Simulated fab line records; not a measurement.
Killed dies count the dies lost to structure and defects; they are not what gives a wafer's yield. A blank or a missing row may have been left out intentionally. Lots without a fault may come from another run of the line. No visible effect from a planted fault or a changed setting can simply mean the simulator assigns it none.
Lot-split experiment ; flow n5_finfet ; 7 lots, 21 wafers read, on a route of 1938 steps

ON THE SPLIT
At N5_BEOL_M11_COAT_64 (time 60 s, resist thk 30 nm), the setting spin_rpm was moved away from the recipe's 1500 rpm on 4 of the 21 wafers read, by -5.6% to -3.8%. The other wafers ran this setting at the recipe's value.

FROM THE SPLIT TO THE READING: what the file shows between them, 3 steps
- N5_BEOL_M11_COAT_22: resist thk 90 nm
- N5_BEOL_M11_EBR_24
- N5_BEOL_M11_DESCUM_33: chemistry O2, time 7.9 s

THE READING
etch.depth_nm (the simulator's own value, which no gauge read), in nm, at N5_BEOL_M11_ETCH_65 (etches SiARC in CF4, target depth 39 nm, time 65 s). No usual value for it is given in the file. Here, 17 wafers ran the recipe; their average is 30.07 nm with a standard deviation of 0.052 nm.

wafer;tool, chamber at the split;spin_rpm as run, rpm;against the recipe;etch.depth_nm, nm;against lot-mates on the recipe
L075.1;litho_track-02, 0;1500;recipe;30;-
L075.3;litho_track-02, 0;1500;recipe;30.16;-
L075.6;litho_track-02, 0;1500;recipe;30.08;-
L076.2;litho_track-03, 0;1500;recipe;30.16;-
L076.3;litho_track-03, 0;1500;recipe;30.06;-
L076.6;litho_track-03, 0;1500;recipe;30.05;-
L079.2;litho_track-03, 0;1500;recipe;30.14;-
L079.3;litho_track-03, 0;1500;recipe;30.05;-
L079.4;litho_track-03, 0;1500;recipe;30.13;-
L083.1;litho_track-04, 0;1500;recipe;30.07;-
L083.3;litho_track-04, 0;1500;recipe;30.07;-
L083.5;litho_track-04, 0;1500;recipe;30.03;-
L091.3;litho_track-03, 0;1416;-5.6%;30.98;+0.88
L091.4;litho_track-03, 0;1500;recipe;30.1;-
L091.5;litho_track-03, 0;1416;-5.6%;31.03;+0.93
L092.4;litho_track-04, 0;1500;recipe;30;-
L092.5;litho_track-04, 0;1500;recipe;30;-
L092.6;litho_track-04, 0;1500;recipe;30.05;-
L094.2;litho_track-02, 0;1443;-3.8%;30.72;+0.71
L094.3;litho_track-02, 0;1443;-3.8%;30.69;+0.68
L094.4;litho_track-02, 0;1500;recipe;30.01;-

FIT RESULTS
A straight line over all 21 wafers: etch.depth_nm changes by -0.167 nm for each +1% of spin_rpm; r = -0.99; the points scatter about the line by 0.051 nm.
The same after taking each lot's own level away (the mean of its wafers on the recipe; 21 wafers): -0.168 nm for each +1%; r = -0.99; scatter 0.045 nm.
On that fit, the largest move of spin_rpm shifts the reading by 0.94 nm.
The span of the lots' own levels, 30.010 to 30.107 nm, comes to 1.8 times the standard deviation stated above.
The two slopes are in agreement: the lot-to-lot level therefore moves the slope only a little.
Check: +0.975 nm against its lot-mates is what the line predicts for one of the wafers moved furthest among these (-5.6%) when that wafer is left out of the fit. Against them it came out at +0.88 nm.

THESE WAFERS: OTHER SPLITS
Before the reading, these wafers also passed through other splits. Each is held against what the fit with the lots' levels taken away leaves over:
other split on the same wafers;wafers away from the commonest value;r with etch.depth_nm (lot level and that fit taken away)
N5_BEOL_M10_COAT_22 spin_rpm;3;+0.28

THE WHOLE CHAIN: every reading that the file lists as answering this split, in the file's order
step;what it does;reading;change (the file's fit);r (the file's)
N5_BEOL_M11_COAT_64;time 60 s, resist thk 30 nm;SiARC_of_BEOL_M11_COAT_64.thk_nm (the simulator's own value, which no gauge read);-0.156 nm for each +1% of the setting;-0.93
N5_BEOL_M11_ETCH_65;etches SiARC in CF4, target depth 39 nm, time 65 s;etch.depth_nm (the simulator's own value, which no gauge read);-0.167 nm for each +1% of the setting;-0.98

FILE'S OWN FIT
etch.depth_nm changes by -0.167 nm for each +1% of spin_rpm, r = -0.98.
